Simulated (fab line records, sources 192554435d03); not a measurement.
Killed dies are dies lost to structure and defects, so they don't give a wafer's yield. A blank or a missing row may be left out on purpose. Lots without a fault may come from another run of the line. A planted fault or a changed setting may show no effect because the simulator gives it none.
Chamber matching | flow n5_finfet | N5_FIN_SAQP_HM_DEP_03 on pecvd-02: 3 sister chambers
The step deposits SiNx from SiH4/NH3/N2, target thk 38 nm, time 33.6 s. 6 wafers are shown with their chamber, then 9 later ones without.

WAFERS WITH THEIR CHAMBER
wafer  | chamber | throttle_valve_pct (%) | showerhead_plenum_p_Torr (Torr)
L083.1 | 0       | 42.3                   | 5.18
L083.2 | 2       | 38.8                   | 5.06
L083.4 | 0       | 42.3                   | 5.18
L085.1 | 1       | 41.9                   | 5.15
L085.3 | 2       | 38.6                   | 5.06
L085.4 | 1       | 41.9                   | 5.14

WAFERS WITHOUT THEIR CHAMBER
wafer  | throttle_valve_pct (%) | showerhead_plenum_p_Torr (Torr)
L087.3 | 38.8                   | 5.05
L087.5 | 38.6                   | 5.06
L087.6 | 42.8                   | 5.16
L091.1 | 42.2                   | 5.15
L091.2 | 42.7                   | 5.17
L091.6 | 42.0                   | 5.15
L093.1 | 39.2                   | 5.07
L093.3 | 42.2                   | 5.13
L093.4 | 42.4                   | 5.19

WHICH CHAMBER EACH WENT THROUGH
wafer  | from the rows above | in truth
L087.3 | 2                   | 2
L087.5 | 2                   | 2
L087.6 | 0                   | 0
L091.1 | 1                   | 1
L091.2 | 0                   | 0
L091.6 | 1                   | 1
L093.1 | 2                   | 2
L093.3 | 1                   | 1
L093.4 | 0                   | 0
Placed correctly: 9 of 9. Can't be placed from these rows: 0. Placed wrongly: 0.
How it was worked out, from the rows above alone: a wafer's distance from a chamber is the root of the sum, over the readings, of the square of ((its reading less the chamber's mean) divided by the reading's scatter). The wafer belongs to the nearest chamber; if the next one is less than 2 further off, it can't be placed. A chamber's mean is the mean of its shown wafers. The scatter: the root of (the sum of the squares of (reading less its chamber's mean) over the shown wafers, divided by (wafers less chambers)).
